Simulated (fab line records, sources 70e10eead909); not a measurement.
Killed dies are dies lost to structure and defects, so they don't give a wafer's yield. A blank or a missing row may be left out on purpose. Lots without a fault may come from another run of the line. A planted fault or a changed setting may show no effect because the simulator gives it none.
Chamber matching | flow nand_harc | NHARC_P_GATE_DEP_103 on pecvd-01: 3 sister chambers
The step deposits SiON, target thk 30 nm. 3 wafers are shown with their chamber, then 7 later ones without.

WAFERS WITH THEIR CHAMBER
wafer  | chamber | heater_power_outer_w (W)
L087.3 | 2       | 519
L088.2 | 0       | 409
L088.3 | 1       | 490

WAFERS WITHOUT THEIR CHAMBER
wafer  | heater_power_outer_w (W)
L088.6 | 503
L091.3 | 522
L091.4 | 518
L091.5 | 462
L095.1 | 471
L095.4 | 434
L095.5 | 515

WHICH CHAMBER EACH WENT THROUGH
wafer  | from the rows above          | in truth
L088.6 | can't be placed: 1 or 2      | 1
L091.3 | can't be placed: 2 or 1      | 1
L091.4 | can't be placed: 2 or 1      | 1
L091.5 | can't be placed: 1 or 0 or 2 | 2
L095.1 | can't be placed: 1 or 2      | 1
L095.4 | can't be placed: 0 or 1      | 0
L095.5 | can't be placed: 2 or 1      | 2
Placed correctly: 0 of 7. Can't be placed from these rows: 7 (the true chamber is among the candidates in 7). Placed wrongly: 0.
How it was worked out, from the rows above alone: a wafer's distance from a chamber is the root of the sum, over the readings, of the square of ((its reading less the chamber's mean) divided by the reading's scatter). The wafer belongs to the nearest chamber; if the next one is less than 2 further off, it can't be placed. A chamber's mean is the mean of its shown wafers. The scatter: with one shown wafer a chamber, the root of the mean of the squares of how far each hidden wafer lies from its nearest shown one.
